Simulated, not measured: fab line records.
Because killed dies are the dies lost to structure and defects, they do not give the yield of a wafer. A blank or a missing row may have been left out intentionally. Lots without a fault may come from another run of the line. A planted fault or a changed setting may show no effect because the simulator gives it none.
Which tool is to blame? ; flow n5-finfet ; 36 wafers from 14 lots sampled at 4 of the route's 1938 steps

== WHAT THE GAUGES READ, wafer by wafer ==
N5_BEOL_M9_CD_MEAS_11 targets a cd of 64.1 nm. Usual: cd-nm at 64.6 nm, with a standard deviation of 0.63.
lot;measured;on;cd-nm (nm);flag
L830;day 9 08:29;cd-sem-01;63.9 64.2 63.7;
L831;day 9 14:22;cd-sem-01;64.6 63.5 64.8;
L832;day 9 23:47;cd-sem-03;- - -;OFF
L833;day 10 01:32;cd-sem-02;- - -;OFF
L842;day 13 01:30;cd-sem-02;65.5 65.3;
L844;day 13 11:46;cd-sem-02;65.0 64.9 65.2;
L843;day 13 15:49;cd-sem-01;65.4 64.8 64.7;
L845;day 14 02:32;cd-sem-02;64.9 63.8;
L848;day 14 11:32;cd-sem-03;63.5 65.4;
L847;day 14 11:52;cd-sem-01;64.1 65.3;
L851;day 14 17:02;cd-sem-03;65.0 64.5;
L849;day 15 04:42;cd-sem-03;64.5 63.8 65.9;
L852;day 15 19:07;cd-sem-01;64.7 64.3;
L853;day 16 08:20;cd-sem-03;65.1 64.8 64.0;

== EACH LOT AND THE TOOL THAT RAN IT (in order: tool; ch and the chambers of the sampled wafers; start) ==
lot;N5_BEOL_M8_DEP_56;N5_BEOL_M9_CURE_71;N5_BEOL_M9_PEB_09
L830;pecvd-03 ch 0,2, day 9 07:17;uv-cure-02 ch 2, day 9 07:31;litho-track-01 ch 0, day 9 08:26
L831;pecvd-01 ch 0,1, day 9 12:22;uv-cure-03 ch 0, day 9 12:46;litho-track-01 ch 0, day 9 14:18
L832;pecvd-02 ch 0,1,2, day 9 22:26;uv-cure-02 ch 1, day 9 22:41;litho-track-05, day 9 23:43
L833;pecvd-02 ch 1,2, day 9 22:40;uv-cure-03 ch 1, day 9 23:04;litho-track-01, day 10 01:29
L842;pecvd-03 ch 0,2, day 12 23:38;uv-cure-01 ch 1, day 13 00:44;litho-track-03 ch 0, day 13 01:26
L844;pecvd-01 ch 0,1,2, day 13 07:37;uv-cure-01 ch 0, day 13 07:51;litho-track-05 ch 0, day 13 11:41
L843;pecvd-02 ch 0,2, day 13 13:43;uv-cure-02 ch 0, day 13 14:05;litho-track-05 ch 0, day 13 15:46
L845;pecvd-03 ch 0,2, day 14 00:45;uv-cure-02 ch 1, day 14 01:25;litho-track-01 ch 0, day 14 02:29
L848;pecvd-01 ch 0,1, day 14 09:10;uv-cure-03 ch 2, day 14 09:23;litho-track-05 ch 0, day 14 11:28
L847;pecvd-03 ch 0,1, day 14 09:51;uv-cure-03 ch 0, day 14 10:13;litho-track-01 ch 0, day 14 11:48
L851;pecvd-01 ch 0,1, day 14 13:35;uv-cure-03 ch 0, day 14 14:01;litho-track-01 ch 0, day 14 16:58
L849;pecvd-02 ch 0,2, day 14 23:47;uv-cure-03 ch 2, day 14 23:59;litho-track-03 ch 0, day 15 04:38
L852;pecvd-03 ch 1,2, day 15 16:25;uv-cure-02 ch 2, day 15 16:37;litho-track-03 ch 0, day 15 19:03
L853;pecvd-02 ch 0,1,2, day 16 05:29;uv-cure-01 ch 1, day 16 05:46;litho-track-01 ch 0, day 16 08:16
- N5_BEOL_M8_DEP_56: deposits SiCN from 3MS/NH3, target thk 10 nm, time 17.5 s.
- N5_BEOL_M9_CURE_71: cures SiCOH lowk, time 240 s.
- N5_BEOL_M9_PEB_09: peb time 60 s.

== AS READ BY THE TOOLS THEMSELVES (means over the sampled wafers that have a number; for cases with no such wafer, the mark the record gives instead) ==
N5_BEOL_M8_DEP_56. Usual: showerhead-plenum-p-Torr 3.672 Torr, standard deviation 0.011; throttle-valve-pct 8.9 %, standard deviation 0.32.
lot;tool;showerhead-plenum-p-Torr (Torr);throttle-valve-pct (%);flag
L830;pecvd-03;3.684;9.1;
L831;pecvd-01;3.683;8.8;
L832;pecvd-02;3.666;9.2;
L833;pecvd-02;3.664;9.3;
L842;pecvd-03;3.678;8.5;
L844;pecvd-01;3.668;9.1;
L843;pecvd-02;3.656;9.2;
L845;pecvd-03;3.686;8.7;
L848;pecvd-01;3.680;8.8;
L847;pecvd-03;3.678;8.9;
L851;pecvd-01;3.672;8.8;
L849;pecvd-02;3.654;9.0;
L852;pecvd-03;3.679;8.8;
L853;pecvd-02;3.665;9.4;

N5_BEOL_M9_CURE_71. Usual: lamp-power-pct 52.31 %, standard deviation 0.057; wafer_temp_C_max 386.7, standard deviation 0.57.
lot;tool;lamp-power-pct (%);wafer_temp_C_max;flag
L830;uv-cure-02;52.34;387.0;
L831;uv-cure-03;52.33;387.6;
L832;uv-cure-02;52.38;385.8;
L833;uv-cure-03;52.27;386.6;
L842;uv-cure-01;52.28;386.2;
L844;uv-cure-01;52.35;386.5;
L843;uv-cure-02;52.36;387.3;
L845;uv-cure-02;52.28;385.8;
L848;uv-cure-03;52.30;386.6;
L847;uv-cure-03;52.26;387.9;
L851;uv-cure-03;52.28;386.8;
L849;uv-cure-03;52.34;386.6;
L852;uv-cure-02;52.37;386.6;
L853;uv-cure-01;52.26;386.4;

N5_BEOL_M9_PEB_09. Usual: chill-plate-temp-C 22.99 C, standard deviation 0.11; exhaust-pa 44.8 Pa, standard deviation 0.79.
lot;tool;chill-plate-temp-C (C);exhaust-pa (Pa);flag
L830;litho-track-01;23.10;44.5;
L831;litho-track-01;23.05;44.9;
L832;litho-track-05;-;-;OFF
L833;litho-track-01;-;-;OFF
L842;litho-track-03;22.80;44.9;
L844;litho-track-05;23.08;45.1;
L843;litho-track-05;23.09;45.5;
L845;litho-track-01;22.93;45.5;
L848;litho-track-05;23.20;45.1;
L847;litho-track-01;23.12;43.6;
L851;litho-track-01;22.79;43.8;
L849;litho-track-03;22.94;44.5;
L852;litho-track-03;22.96;45.0;
L853;litho-track-01;22.98;44.9;

== THE ANSWER, worked out from the rows above alone ==
Rule: lot off if the mean of its wafers having a number is beyond 3 standard deviations from the usual mean. Also off: a lot with no number at a reading for which 4 or more lots have one. Where the step has rows for the other lots, those lots are counted as sound. After the gauges, taken in route order, come the tools' own readings; for these a lot's mean is taken, as printed above. At the first step where some lot is off, the reading lying furthest off is the one used; lots without a number count as furthest.
Off at N5_BEOL_M9_CD_MEAS_11 (cd-nm): L832, L833. Without a number there: L832, L833.
A tool fits if, at a process step before that reading, it ran every lot that is off, and no sound lot after the first of them. Not tried: the gauges at N5_BEOL_M9_CD_MEAS_11; whatever is off there is also off at N5_BEOL_M9_PEB_09, on other tools, and gauge error can't account for it. Of those tried, none fits.

== WHAT THE SIMULATOR HAD PUT IN ==
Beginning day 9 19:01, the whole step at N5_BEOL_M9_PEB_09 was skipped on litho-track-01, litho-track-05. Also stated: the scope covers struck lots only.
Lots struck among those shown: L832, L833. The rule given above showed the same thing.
